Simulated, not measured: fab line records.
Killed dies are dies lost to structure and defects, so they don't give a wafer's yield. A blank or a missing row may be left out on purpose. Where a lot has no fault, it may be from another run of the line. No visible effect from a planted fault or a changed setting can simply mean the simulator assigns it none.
Matching of chambers    flow nand-harc    4 sister chambers for NHARC_P_M1_STRIP_18 on rie-diel-09
The step strips in N2/H2. 22 wafers are shown with their chamber, then 11 later ones without.

## WAFERS PAIRED WITH THEIR CHAMBERS
wafer   chamber  showerhead-plenum-p-Torr (Torr)  drypump-motor-current-A (A)  rf-vpp-V (V)
L075.1  2        2.05                             6.00                         90.2
L075.2  0        2.13                             5.83                         91.2
L075.4  1        1.98                             5.83                         89.7
L077.1  3        2.01                             6.16                         91.2
L077.2  2        2.05                             6.02                         91.6
L077.5  0        2.13                             5.80                         90.9
L079.1  0        2.13                             5.83                         91.5
L079.3  2        2.04                             6.02                         92.3
L079.5  3        2.01                             6.12                         90.8
L083.3  0        2.13                             5.76                         90.8
L083.4  1        1.98                             5.87                         90.7
L083.6  1        1.98                             5.83                         90.6
L084.2  2        2.04                             6.04                         90.3
L084.4  2        2.04                             6.03                         90.6
L084.6  3        2.01                             6.17                         91.1
L085.3  3        2.01                             6.14                         89.8
L085.4  1        1.98                             5.87                         90.0
L085.6  2        2.04                             6.01                         91.3
L086.1  0        2.13                             5.89                         91.7
L086.3  2        2.04                             6.01                         90.0
L086.5  0        2.13                             5.85                         92.0
L089.1  3        2.01                             6.12                         89.5

SIGNATURES (averages over the wafers above)
reading                   chamber 0  chamber 1  chamber 2  chamber 3  scatter within a chamber
showerhead-plenum-p-Torr  2.1300     1.9800     2.0429     2.0100     0.00282
drypump-motor-current-A   5.8267     5.8500     6.0186     6.1420     0.0284
rf-vpp-V                  91.350     90.250     90.900     90.480     0.69
Rule: distance of a wafer from a chamber = root of the sum over the readings of ((wafer's reading minus chamber's mean) / reading's scatter) squared. The wafer belongs to the nearest chamber; if the next one is less than 2 further off, it can't be placed. The scatter is the square root of a quotient: the sum, over the shown wafers, of each reading's squared deviation from its chamber's mean, divided by wafers minus chambers.

## WAFERS WHOSE CHAMBER IS MISSING
wafer   showerhead-plenum-p-Torr (Torr)  drypump-motor-current-A (A)  rf-vpp-V (V)
L089.3  1.98                             5.85                         90.9
L089.4  2.04                             6.01                         91.1
L088.2  2.04                             6.00                         90.5
L088.4  2.01                             6.12                         91.1
L088.6  2.04                             6.00                         90.0
L095.1  1.98                             5.85                         90.5
L095.2  2.01                             6.13                         89.9
L095.3  2.04                             5.99                         90.0
L096.2  2.13                             5.84                         90.3
L096.5  2.04                             5.99                         91.0
L096.6  1.98                             5.83                         89.6

## CHAMBER TAKEN BY EACH
wafer   from the rows above  in truth
L089.3  1                    1
L089.4  2                    2
L088.2  2                    2
L088.4  3                    3
L088.6  2                    2
L095.1  1                    1
L095.2  3                    3
L095.3  2                    2
L096.2  0                    0
L096.5  2                    2
L096.6  1                    1
Placed correctly: 11 of 11. Not placeable from these rows: 0. Number placed wrongly: 0.
